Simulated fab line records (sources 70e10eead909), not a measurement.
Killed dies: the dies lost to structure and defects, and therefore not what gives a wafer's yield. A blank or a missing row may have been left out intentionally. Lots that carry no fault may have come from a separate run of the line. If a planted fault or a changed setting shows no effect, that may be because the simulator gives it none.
Which tool was responsible? :: flow nand_harc :: 6 lots with 18 wafers sampled at 3 steps, on a route of 1302 steps

WHAT EACH GAUGE READ, for each wafer
NHARC_A_DECK1_JOINT_THK_MEAS_17: measures by ellipsometry.
lot: L126
measured: day 13 15:08
on: film_metro-02
thk_nm (nm): 44.4 43.8 43.4

lot: L128
measured: day 14 11:41
on: film_metro-02
thk_nm (nm): 46.7 47.9 46.8

lot: L130
measured: day 15 09:42
on: film_metro-02
thk_nm (nm): 45.0 44.5 45.6

lot: L132
measured: day 16 06:41
on: film_metro-02
thk_nm (nm): 35.1 46.1 45.2

lot: L140
measured: day 19 04:10
on: film_metro-01
thk_nm (nm): 44.2 46.2 45.8

lot: L144
measured: day 21 06:10
on: film_metro-01
thk_nm (nm): 46.1 44.6 45.9

EACH LOT AND THE TOOL THAT RAN IT (in order: tool; ch and the chambers of the sampled wafers; start)
lot: L126
NHARC_A_DECK1_JOINT_ETCHBACK_07: rie_si-03 ch 0,2,3, day 12 05:03
NHARC_A_DECK1_JOINT_DEP_16: pecvd-02 ch 0,1, day 13 14:51

lot: L128
NHARC_A_DECK1_JOINT_ETCHBACK_07: rie_si-04 ch 0,1,2, day 12 21:47
NHARC_A_DECK1_JOINT_DEP_16: pecvd-04 ch 0,1,2, day 14 11:26

lot: L130
NHARC_A_DECK1_JOINT_ETCHBACK_07: rie_si-03 ch 1,3, day 14 00:19
NHARC_A_DECK1_JOINT_DEP_16: pecvd-02 ch 0,1, day 15 09:27

lot: L132
NHARC_A_DECK1_JOINT_ETCHBACK_07: rie_si-04 ch 0,1,2, day 14 19:17
NHARC_A_DECK1_JOINT_DEP_16: pecvd-04 ch 1,2, day 16 06:26

lot: L140
NHARC_A_DECK1_JOINT_ETCHBACK_07: rie_si-04 ch 1,3, day 17 21:32
NHARC_A_DECK1_JOINT_DEP_16: pecvd-03 ch 1,2, day 19 03:53

lot: L144
NHARC_A_DECK1_JOINT_ETCHBACK_07: rie_si-03 ch 2,3, day 19 20:53
NHARC_A_DECK1_JOINT_DEP_16: pecvd-02 ch 0,1,2, day 21 05:56
- NHARC_A_DECK1_JOINT_ETCHBACK_07: etches the open film in HBr, target depth 105 nm, time 26.9 s.
- NHARC_A_DECK1_JOINT_DEP_16: deposits SiO2, target thk 45 nm.

THE ANSWER, worked out from the rows above alone
Rule: the lots themselves supply what counts as usual. The widest of any qualifying gaps counts: lots, ordered by their means at a reading, are off when they make up no more than a third of the lots, leave a main group of 4 or more, and stand apart from it by 3 or more times the standard deviation of that group's means. A main group is skipped when, at the precision printed for the reading in the tables above, its means are all equal. A lot without any number at a reading at which 4 lots or more have one is off too. All remaining lots with rows at the step are treated as sound.
None of the lots is off at any reading shown; this tells nothing.

WHAT THE SIMULATOR PUT IN
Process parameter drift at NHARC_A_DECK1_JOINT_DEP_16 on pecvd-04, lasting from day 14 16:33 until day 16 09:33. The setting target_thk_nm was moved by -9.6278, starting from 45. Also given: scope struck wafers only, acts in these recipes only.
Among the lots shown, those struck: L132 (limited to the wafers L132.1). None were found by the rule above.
